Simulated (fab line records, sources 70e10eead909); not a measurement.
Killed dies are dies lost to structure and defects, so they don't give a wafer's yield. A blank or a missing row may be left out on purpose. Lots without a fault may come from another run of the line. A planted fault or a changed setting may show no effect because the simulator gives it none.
One fault seen from 2 desks | flow nand_harc | each desk has only its own numbers; what lay behind them comes last

THE TOOL OWNER'S DESK: rie_diel-04
The tool's own readings at NHARC_A_BONDPAD_STRIP_15 (strips in O2): means of the sampled wafers that have a number, for each lot that ran on this tool. A lot is out of limits, marked OUT, if its mean lies more than 4 standard deviations from the usual mean; the brackets give that distance.
Columns: A = chamber_pressure_mTorr at NHARC_A_BONDPAD_STRIP_15, usual 60.01 mTorr; B = drypump_motor_current_A at NHARC_A_BONDPAD_STRIP_15, usual 5.7 A; C = oes_product_au at NHARC_A_BONDPAD_STRIP_15, usual 1.003 a.u.; D = rf_vpp_V at NHARC_A_BONDPAD_STRIP_15, usual 57.7 V; E = showerhead_plenum_p_Torr at NHARC_A_BONDPAD_STRIP_15, usual 3.47 Torr; F = throttle_valve_pct at NHARC_A_BONDPAD_STRIP_15, usual 17.036 %
lot  | first seen here | A                       | B   | C     | D    | E    | F
L938 | day 18 06:25    | 59.99                   | 5.7 | 1.005 | 57.4 | 3.41 | 17.027
L935 | day 18 13:20    | 60.02                   | 5.9 | 0.999 | 57.9 | 3.37 | 17.045
L936 | day 18 13:56    | 59.96                   | 5.7 | 1.001 | 57.8 | 3.41 | 17.041
L937 | day 18 16:02    | 47.81 (-99 or more) OUT | 5.8 | 0.998 | 57.6 | 3.39 | 17.039
L944 | day 19 15:16    | 47.82 (-99 or more) OUT | 5.8 | 1.005 | 57.6 | 3.46 | 17.038
L943 | day 19 16:26    | 47.76 (-99 or more) OUT | 6.0 | 0.998 | 57.7 | 3.44 | 17.036
This desk's finding: out of limits on L937, L943, L944; first on L937, day 18 16:02 (chamber_pressure_mTorr at NHARC_A_BONDPAD_STRIP_15). In limits: L938, L935, L936.

THE METROLOGY DESK
What the gauges read, lot by lot, whatever tool the lot ran on: means of the sampled wafers that have a number. A lot is out of limits, marked OUT, if its mean lies more than 4 standard deviations from the usual mean; the brackets give that distance.
Columns: A = thk_nm at NHARC_A_BONDPAD_THK_MEAS_20, usual 168.8 nm
lot  | first seen here | A
L938 | day 18 08:37    | 170.4
L935 | day 18 15:19    | 168.0
L936 | day 18 15:53    | 170.2
L937 | day 18 18:03    | 168.9
L944 | day 19 17:37    | 167.3
L943 | day 19 18:41    | 167.6
L948 | day 20 20:22    | 168.6
L947 | day 21 01:22    | 168.6
L954 | day 22 13:44    | 168.8
L955 | day 23 06:32    | 166.6
L957 | day 23 07:07    | 167.6
L956 | day 23 10:08    | 169.1
This desk's finding: nothing out of limits on any of the 12 lots.

PUT TOGETHER
The tool owner's desk could have raised an alarm at day 18 16:02, on L937, L943, L944.
The metrology desk saw nothing out of limits.
The metrology desk has L937, L943, L944 on record, within its limits.
Of the lots named, all ran NHARC_A_BONDPAD_STRIP_15 on rie_diel-04.

WHAT THE SIMULATOR HAD PUT IN
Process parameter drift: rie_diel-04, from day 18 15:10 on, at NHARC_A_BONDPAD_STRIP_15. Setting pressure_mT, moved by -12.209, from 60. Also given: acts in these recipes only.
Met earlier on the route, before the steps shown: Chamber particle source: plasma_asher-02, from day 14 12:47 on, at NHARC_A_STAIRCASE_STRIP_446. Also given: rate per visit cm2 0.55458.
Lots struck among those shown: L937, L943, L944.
Hours from the fault's start to each desk's first reading out of limits: the tool owner's desk, 1.
